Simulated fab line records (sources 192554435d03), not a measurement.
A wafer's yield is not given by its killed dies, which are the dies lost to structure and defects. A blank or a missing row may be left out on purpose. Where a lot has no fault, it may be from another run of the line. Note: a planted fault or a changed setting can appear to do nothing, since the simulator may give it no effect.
Chamber matching + flow n5 finfet + ald metal-04 running N5_HKMG_FIN_ALD_91: 4 sister chambers
The step deposits TiN, target thk 1 nm, pulse time 1 s, purge time 3 s. 16 wafers are shown with their chamber, then 8 later ones without.

== WAFERS, EACH WITH ITS CHAMBER ==
| wafer  | chamber | heater power w (W) | precursor pulse height rel |
|--------|---------|--------------------|----------------------------|
| L074.3 | 0       | 968                | 1.000                      |
| L074.4 | 3       | 970                | 0.961                      |
| L074.5 | 3       | 979                | 1.017                      |
| L077.2 | 0       | 976                | 0.988                      |
| L077.4 | 2       | 811                | 0.994                      |
| L077.5 | 1       | 784                | 1.003                      |
| L082.1 | 3       | 963                | 1.021                      |
| L082.3 | 2       | 845                | 0.992                      |
| L082.6 | 1       | 780                | 0.975                      |
| L083.2 | 0       | 973                | 1.015                      |
| L083.3 | 2       | 802                | 1.010                      |
| L083.6 | 3       | 976                | 0.992                      |
| L086.4 | 0       | 970                | 1.018                      |
| L086.5 | 0       | 970                | 1.022                      |
| L086.6 | 1       | 787                | 0.986                      |
| L087.3 | 0       | 975                | 1.017                      |

SIGNATURES (averages over the wafers above)
| reading                    | chamber 0 | chamber 1 | chamber 2 | chamber 3 | scatter within a chamber |
|----------------------------|-----------|-----------|-----------|-----------|--------------------------|
| heater power w             | 972.00    | 783.67    | 819.33    | 972.00    | 10.2                     |
| precursor pulse height rel | 1.01000   | 0.98800   | 0.99867   | 0.99775   | 0.0177                   |
Rule: distance of a wafer from a chamber = root of the sum over the readings of ((wafer's reading minus chamber's mean) / reading's scatter) squared. The wafer belongs to the nearest chamber; if the next one is less than 2 further off, it can't be placed. How the scatter is found: for the shown wafers, subtract from each reading the mean of its chamber, square and add these, divide the total by (wafers less chambers), then take the root.

== WAFERS WHOSE CHAMBER IS MISSING ==
| wafer  | heater power w (W) | precursor pulse height rel |
|--------|--------------------|----------------------------|
| L087.4 | 810                | 1.035                      |
| L087.6 | 816                | 1.030                      |
| L090.2 | 933                | 1.016                      |
| L090.3 | 943                | 1.002                      |
| L090.5 | 977                | 0.992                      |
| L095.2 | 949                | 1.014                      |
| L095.4 | 808                | 0.997                      |
| L095.6 | 806                | 1.015                      |

== WHICH CHAMBER EACH WENT THROUGH ==
| wafer  | from the rows above     | in truth |
|--------|-------------------------|----------|
| L087.4 | can't be placed: 2 or 1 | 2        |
| L087.6 | 2                       | 2        |
| L090.2 | can't be placed: 0 or 3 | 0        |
| L090.3 | can't be placed: 3 or 0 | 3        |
| L090.5 | can't be placed: 3 or 0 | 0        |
| L095.2 | can't be placed: 0 or 3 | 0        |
| L095.4 | can't be placed: 2 or 1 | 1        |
| L095.6 | can't be placed: 2 or 1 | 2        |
Correctly placed: 1 of 8. From these rows, 7 cannot be placed; in 7 the true chamber is one of the candidates. Wrongly placed: 0.
